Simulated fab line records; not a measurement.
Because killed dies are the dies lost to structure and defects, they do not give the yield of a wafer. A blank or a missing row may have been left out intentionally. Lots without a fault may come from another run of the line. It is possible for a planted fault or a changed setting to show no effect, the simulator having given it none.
Matching of chambers ; flow n5Finfet ; 4 sister chambers for N5_SPACER0_ALD_07 on aldSin-03
The step deposits SiNx, target thk 2 nm. 8 wafers are shown with their chamber, then 11 later ones without.

== WAFERS PAIRED WITH THEIR CHAMBERS ==
wafer;chamber;heaterPowerW (W)
L083.1;0;967
L084.2;0;925
L084.4;3;939
L091.5;2;953
L092.1;3;933
L092.2;2;965
L092.5;1;773
L096.1;1;748

== WAFERS WHOSE CHAMBER IS MISSING ==
wafer;heaterPowerW (W)
L096.2;950
L096.3;912
L096.4;950
L096.5;936
L096.6;938
L097.1;923
L097.2;979
L097.3;760
L097.4;915
L097.5;770
L097.6;974

== THE CHAMBER EACH PASSED THROUGH ==
wafer;from the rows above;in truth
L096.2;can't be placed: 0 or 2 or 3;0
L096.3;can't be placed: 3 or 0 or 2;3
L096.4;can't be placed: 0 or 2 or 3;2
L096.5;can't be placed: 3 or 0 or 2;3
L096.6;can't be placed: 3 or 0 or 2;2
L097.1;can't be placed: 3 or 0 or 2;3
L097.2;can't be placed: 2 or 0 or 3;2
L097.3;1;1
L097.4;can't be placed: 3 or 0 or 2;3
L097.5;1;1
L097.6;can't be placed: 2 or 0 or 3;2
Placed correctly: 2 of 11. Unplaceable from these rows: 9, with the true chamber sitting among the candidates in 9. 0 placed wrongly.
How it was worked out, from the rows above alone: a wafer's distance from a chamber is the root of the sum, over the readings, of the square of ((its reading less the chamber's mean) divided by the reading's scatter). The wafer belongs to the nearest chamber; if the next one is less than 2 further off, it can't be placed. Each chamber's mean is taken over the wafers shown for it. The scatter is the square root of a quotient: the sum, over the shown wafers, of each reading's squared deviation from its chamber's mean, divided by wafers minus chambers.
